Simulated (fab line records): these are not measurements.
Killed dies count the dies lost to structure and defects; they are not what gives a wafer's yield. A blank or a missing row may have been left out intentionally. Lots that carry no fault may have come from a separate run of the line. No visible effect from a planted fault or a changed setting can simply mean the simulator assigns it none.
What tool caused it? :: flow nand harc :: 72 wafers from 24 lots sampled at 4 of the route's 1302 steps

== WHAT THE GAUGES SHOWED, per wafer ==
NHARC_P_M2_OVL_MEAS_10: pitch 340 nm.
lot: L074
measured: day 6 06:47
on: overlay-02
overlay x nm (nm): -0.9 -1.1 -1.5
overlay y nm (nm): 0.3 0.5 0.3

lot: L075
measured: day 6 15:13
on: overlay-01
overlay x nm (nm): -0.5 -0.3 -0.3
overlay y nm (nm): -0.9 -1.8 -1.2

lot: L076
measured: day 7 07:21
on: overlay-02
overlay x nm (nm): -1.6 -1.3 -1.9
overlay y nm (nm): 1.1 0.6 0.9

lot: L077
measured: day 7 13:11
on: overlay-02
overlay x nm (nm): 0.3 0.2 0.1
overlay y nm (nm): -0.2 0.2 -0.1

lot: L079
measured: day 8 11:47
on: overlay-02
overlay x nm (nm): -0.5 -0.9 -0.3
overlay y nm (nm): 0.5 0.0 0.5

lot: L078
measured: day 8 12:28
on: overlay-01
overlay x nm (nm): -0.5 -0.9 -0.4
overlay y nm (nm): 0.4 0.4 0.8

lot: L080
measured: day 9 06:23
on: overlay-01
overlay x nm (nm): -1.4 -1.6 -0.6
overlay y nm (nm): -0.1 0.3 0.8

lot: L081
measured: day 9 17:32
on: overlay-01
overlay x nm (nm): 0.3 0.4 -0.1
overlay y nm (nm): 0.8 1.7 1.0

lot: L082
measured: day 9 17:49
on: overlay-01
overlay x nm (nm): -0.1 -0.1 0.6
overlay y nm (nm): -1.7 -1.9 -2.3

lot: L083
measured: day 10 12:26
on: overlay-01
overlay x nm (nm): -0.7 -1.2 -0.6
overlay y nm (nm): -0.8 -0.5 -0.6

lot: L084
measured: day 10 20:00
on: overlay-02
overlay x nm (nm): 1.0 0.9 0.0
overlay y nm (nm): -2.7 -2.0 -2.6

lot: L085
measured: day 11 03:00
on: overlay-02
overlay x nm (nm): 0.0 -0.2 0.5
overlay y nm (nm): 0.6 0.7 0.6

lot: L086
measured: day 11 09:09
on: overlay-01
overlay x nm (nm): 0.8 0.7 0.6
overlay y nm (nm): -2.3 -2.3 -2.1

lot: L087
measured: day 11 15:04
on: overlay-01
overlay x nm (nm): -0.6 -0.3 -0.3
overlay y nm (nm): 0.3 1.0 0.5

lot: L088
measured: day 12 09:39
on: overlay-02
overlay x nm (nm): -0.6 -0.5 -1.0
overlay y nm (nm): -0.4 0.2 0.1

lot: L089
measured: day 12 13:49
on: overlay-02
overlay x nm (nm): -0.5 -1.1 -0.5
overlay y nm (nm): -0.4 -0.4 -0.4

lot: L090
measured: day 13 09:32
on: overlay-02
overlay x nm (nm): -1.5 -1.4 -1.1
overlay y nm (nm): -1.5 -1.6 -1.7

lot: L091
measured: day 13 11:51
on: overlay-02
overlay x nm (nm): 1.2 1.1 0.7
overlay y nm (nm): -0.8 -0.8 -1.2

lot: L092
measured: day 14 04:16
on: overlay-02
overlay x nm (nm): 0.2 -0.5 -0.2
overlay y nm (nm): -0.9 -1.0 -0.9

lot: L093
measured: day 14 04:37
on: overlay-01
overlay x nm (nm): -0.2 0.7 0.8
overlay y nm (nm): 0.8 1.0 1.4

lot: L094
measured: day 14 18:28
on: overlay-01
overlay x nm (nm): -0.6 -1.0 -0.2
overlay y nm (nm): -1.7 -1.1 -1.0

lot: L095
measured: day 15 13:52
on: overlay-02
overlay x nm (nm): -0.1 -0.3 -0.3
overlay y nm (nm): -0.1 0.1 -0.1

lot: L096
measured: day 16 01:25
on: overlay-01
overlay x nm (nm): 0.7 0.3 0.5
overlay y nm (nm): -1.4 -1.0 -1.1

lot: L097
measured: day 16 04:17
on: overlay-01
overlay x nm (nm): -0.1 -0.1 0.3
overlay y nm (nm): 0.2 0.9 1.0

NHARC_P_M2_CD_MEAS_16.
lot: L074
measured: day 6 07:11
on: cd sem-01
cd nm (nm): 168.2 169.4 169.8

lot: L075
measured: day 6 15:37
on: cd sem-03
cd nm (nm): 169.7 170.2 169.9

lot: L076
measured: day 7 07:45
on: cd sem-02
cd nm (nm): 170.6 170.5 170.4

lot: L077
measured: day 7 13:35
on: cd sem-02
cd nm (nm): 169.0 169.3 169.5

lot: L079
measured: day 8 12:11
on: cd sem-01
cd nm (nm): 169.2 172.0 170.3

lot: L078
measured: day 8 12:52
on: cd sem-03
cd nm (nm): 170.0 170.1 168.7

lot: L080
measured: day 9 06:47
on: cd sem-02
cd nm (nm): 170.6 171.9 169.4

lot: L081
measured: day 9 17:56
on: cd sem-01
cd nm (nm): 169.3 168.5 169.5

lot: L082
measured: day 9 18:13
on: cd sem-01
cd nm (nm): 172.1 169.5 170.7

lot: L083
measured: day 10 12:50
on: cd sem-03
cd nm (nm): 171.8 169.8 168.8

lot: L084
measured: day 10 20:24
on: cd sem-03
cd nm (nm): 169.0 170.3 169.4

lot: L085
measured: day 11 03:24
on: cd sem-01
cd nm (nm): 170.9 170.9 172.3

lot: L086
measured: day 11 09:34
on: cd sem-02
cd nm (nm): 170.7 169.4 170.2

lot: L087
measured: day 11 15:29
on: cd sem-03
cd nm (nm): 171.6 171.0 169.5

lot: L088
measured: day 12 10:04
on: cd sem-03
cd nm (nm): 169.6 170.1 169.7

lot: L089
measured: day 12 14:13
on: cd sem-03
cd nm (nm): 170.2 170.2 168.9

lot: L090
measured: day 13 10:03
on: cd sem-01
cd nm (nm): 169.4 169.1 171.1

lot: L091
measured: day 13 12:15
on: cd sem-01
cd nm (nm): 168.1 168.9 169.2

lot: L092
measured: day 14 04:40
on: cd sem-02
cd nm (nm): 170.1 170.2 170.9

lot: L093
measured: day 14 05:01
on: cd sem-01
cd nm (nm): 168.4 168.4 168.5

lot: L094
measured: day 14 18:52
on: cd sem-02
cd nm (nm): 169.9 170.6 169.0

lot: L095
measured: day 15 14:18
on: cd sem-03
cd nm (nm): 170.2 169.9 169.5

lot: L096
measured: day 16 01:49
on: cd sem-02
cd nm (nm): 171.4 170.2 172.2

lot: L097
measured: day 16 04:41
on: cd sem-01
cd nm (nm): 169.6 170.9 171.3

== WHAT TOOL EACH LOT RAN ON (gives the tool, then ch and the chambers of the sampled wafers, and finally the start) ==
lot: L074
NHARC_P_M0_CMP_23: cmp-02 ch 1,2, day 6 00:59
NHARC_P_M1_DEGAS_29: pvd sputter-01, day 6 03:53

lot: L075
NHARC_P_M0_CMP_23: cmp-04 ch 1,3, day 6 08:34
NHARC_P_M1_DEGAS_29: pvd sputter-03, day 6 11:46

lot: L076
NHARC_P_M0_CMP_23: cmp-04 ch 0,3, day 7 01:10
NHARC_P_M1_DEGAS_29: pvd sputter-03, day 7 04:20

lot: L077
NHARC_P_M0_CMP_23: cmp-02 ch 0,1,2, day 7 07:07
NHARC_P_M1_DEGAS_29: pvd sputter-02, day 7 10:02

lot: L079
NHARC_P_M0_CMP_23: cmp-04 ch 0,1,2, day 8 05:52
NHARC_P_M1_DEGAS_29: pvd sputter-02, day 8 08:45

lot: L078
NHARC_P_M0_CMP_23: cmp-02 ch 0,3, day 8 06:20
NHARC_P_M1_DEGAS_29: pvd sputter-02, day 8 09:26

lot: L080
NHARC_P_M0_CMP_23: cmp-04 ch 0,3, day 9 00:16
NHARC_P_M1_DEGAS_29: pvd sputter-01, day 9 03:21

lot: L081
NHARC_P_M0_CMP_23: cmp-02 ch 0,1,3, day 9 11:27
NHARC_P_M1_DEGAS_29: pvd sputter-02, day 9 14:28

lot: L082
NHARC_P_M0_CMP_23: cmp-01 ch 0,2,3, day 9 11:43
NHARC_P_M1_DEGAS_29: pvd sputter-03, day 9 14:49

lot: L083
NHARC_P_M0_CMP_23: cmp-02 ch 0,1,3, day 10 06:20
NHARC_P_M1_DEGAS_29: pvd sputter-01, day 10 09:25

lot: L084
NHARC_P_M0_CMP_23: cmp-02 ch 0,1, day 10 14:01
NHARC_P_M1_DEGAS_29: pvd sputter-02, day 10 17:04

lot: L085
NHARC_P_M0_CMP_23: cmp-02 ch 0,1,2, day 10 20:46
NHARC_P_M1_DEGAS_29: pvd sputter-01, day 10 23:49

lot: L086
NHARC_P_M0_CMP_23: cmp-02 ch 1,2, day 11 02:52
NHARC_P_M1_DEGAS_29: pvd sputter-03, day 11 05:58

lot: L087
NHARC_P_M0_CMP_23: cmp-02 ch 0,2,3, day 11 08:50
NHARC_P_M1_DEGAS_29: pvd sputter-02, day 11 11:53

lot: L088
NHARC_P_M0_CMP_23: cmp-01 ch 1,3, day 12 03:32
NHARC_P_M1_DEGAS_29: pvd sputter-01, day 12 06:46

lot: L089
NHARC_P_M0_CMP_23: cmp-02 ch 0,3, day 12 07:11
NHARC_P_M1_DEGAS_29: pvd sputter-02, day 12 10:25

lot: L090
NHARC_P_M0_CMP_23: cmp-04 ch 1,2,3, day 13 03:35
NHARC_P_M1_DEGAS_29: pvd sputter-03, day 13 06:29

lot: L091
NHARC_P_M0_CMP_23: cmp-02 ch 0,1,3, day 13 05:56
NHARC_P_M1_DEGAS_29: pvd sputter-03, day 13 08:58

lot: L092
NHARC_P_M0_CMP_23: cmp-02 ch 1,2,3, day 13 21:59
NHARC_P_M1_DEGAS_29: pvd sputter-02, day 14 01:05

lot: L093
NHARC_P_M0_CMP_23: cmp-02 ch 0,3, day 13 22:29
NHARC_P_M1_DEGAS_29: pvd sputter-01, day 14 01:25

lot: L094
NHARC_P_M0_CMP_23: cmp-02 ch 0,2,3, day 14 12:32
NHARC_P_M1_DEGAS_29: pvd sputter-03, day 14 15:35

lot: L095
NHARC_P_M0_CMP_23: cmp-04 ch 1,2,3, day 15 08:02
NHARC_P_M1_DEGAS_29: pvd sputter-03, day 15 10:56

lot: L096
NHARC_P_M0_CMP_23: cmp-01 ch 2,3, day 15 19:17
NHARC_P_M1_DEGAS_29: pvd sputter-03, day 15 22:23

lot: L097
NHARC_P_M0_CMP_23: cmp-04 ch 0,2,3, day 15 22:24
NHARC_P_M1_DEGAS_29: pvd sputter-02, day 16 01:21
- NHARC_P_M0_CMP_23: polishes, t overpolish 20 s, target thk 117.54 nm.
- NHARC_P_M1_DEGAS_29: time 60 s.

== WHAT THE TOOLS THEMSELVES READ (means of the sampled wafers that have a number; where no wafer has one, the mark that the record gives instead) ==
NHARC_P_M0_CMP_23.
lot: L074
tool: cmp-02
motor current A (A): 11.6
time to endpoint s (s): 30

lot: L075
tool: cmp-04
motor current A (A): 12.7
time to endpoint s (s): 28

lot: L076
tool: cmp-04
motor current A (A): 11.3
time to endpoint s (s): 29

lot: L077
tool: cmp-02
motor current A (A): 12.4
time to endpoint s (s): 30

lot: L079
tool: cmp-04
motor current A (A): 11.8
time to endpoint s (s): 29

lot: L078
tool: cmp-02
motor current A (A): 11.5
time to endpoint s (s): 34

lot: L080
tool: cmp-04
motor current A (A): 11.7
time to endpoint s (s): 32

lot: L081
tool: cmp-02
motor current A (A): 11.8
time to endpoint s (s): 29

lot: L082
tool: cmp-01
motor current A (A): 13.1
time to endpoint s (s): 30

lot: L083
tool: cmp-02
motor current A (A): 11.6
time to endpoint s (s): 32

lot: L084
tool: cmp-02
motor current A (A): 12.6
time to endpoint s (s): 29

lot: L085
tool: cmp-02
motor current A (A): 12.1
time to endpoint s (s): 29

lot: L086
tool: cmp-02
motor current A (A): 11.8
time to endpoint s (s): 29

lot: L087
tool: cmp-02
motor current A (A): 11.6
time to endpoint s (s): 26

lot: L088
tool: cmp-01
motor current A (A): 12.0
time to endpoint s (s): 24

lot: L089
tool: cmp-02
motor current A (A): 11.2
time to endpoint s (s): 26

lot: L090
tool: cmp-04
motor current A (A): 11.4
time to endpoint s (s): 27

lot: L091
tool: cmp-02
motor current A (A): 11.6
time to endpoint s (s): 30

lot: L092
tool: cmp-02
motor current A (A): 10.9
time to endpoint s (s): 29

lot: L093
tool: cmp-02
motor current A (A): 11.3
time to endpoint s (s): 29

lot: L094
tool: cmp-02
motor current A (A): 11.6
time to endpoint s (s): 28

lot: L095
tool: cmp-04
motor current A (A): 11.8
time to endpoint s (s): 29

lot: L096
tool: cmp-01
motor current A (A): 13.4
time to endpoint s (s): 28

lot: L097
tool: cmp-04
motor current A (A): 11.1
time to endpoint s (s): 30

NHARC_P_M1_DEGAS_29.
lot: L074
tool: pvd sputter-01
heater power w (W): 350

lot: L075
tool: pvd sputter-03
heater power w (W): 314

lot: L076
tool: pvd sputter-03
heater power w (W): 327

lot: L077
tool: pvd sputter-02
heater power w (W): 330

lot: L079
tool: pvd sputter-02
heater power w (W): 325

lot: L078
tool: pvd sputter-02
heater power w (W): 335

lot: L080
tool: pvd sputter-01
heater power w (W): 329

lot: L081
tool: pvd sputter-02
heater power w (W): 332

lot: L082
tool: pvd sputter-03
heater power w (W): 327

lot: L083
tool: pvd sputter-01
heater power w (W): 334

lot: L084
tool: pvd sputter-02
heater power w (W): 336

lot: L085
tool: pvd sputter-01
heater power w (W): 326

lot: L086
tool: pvd sputter-03
heater power w (W): 312

lot: L087
tool: pvd sputter-02
heater power w (W): 336

lot: L088
tool: pvd sputter-01
heater power w (W): 323

lot: L089
tool: pvd sputter-02
heater power w (W): 336

lot: L090
tool: pvd sputter-03
heater power w (W): 348

lot: L091
tool: pvd sputter-03
heater power w (W): 311

lot: L092
tool: pvd sputter-02
heater power w (W): 335

lot: L093
tool: pvd sputter-01
heater power w (W): 330

lot: L094
tool: pvd sputter-03
heater power w (W): 313

lot: L095
tool: pvd sputter-03
heater power w (W): 333

lot: L096
tool: pvd sputter-03
heater power w (W): 336

lot: L097
tool: pvd sputter-02
heater power w (W): 328

== THE ANSWER, worked out from the rows above alone ==
Rule: what is usual is taken from the lots themselves. Put in order of their means at a reading, lots are off if they are a third of the lots or fewer, leave a main group of 4 or more, and stand apart from it by a gap of 3 or more times the standard deviation of the main group's means; of several such gaps the widest counts. A main group whose means are all the same, to the digits that the tables above print for the reading, isn't used. Also off: a lot with no number at a reading for which 4 or more lots have one. Where the step has rows for the other lots, those lots are counted as sound. First the gauges in route order, then the tools' own readings, where a lot's mean is used as printed above. At the first step where some lot is off, the reading lying furthest off is the one used; lots without a number count as furthest.
No lot is off on any of the readings shown, so nothing can be concluded from this.

== WHAT THE SIMULATOR PUT IN ==
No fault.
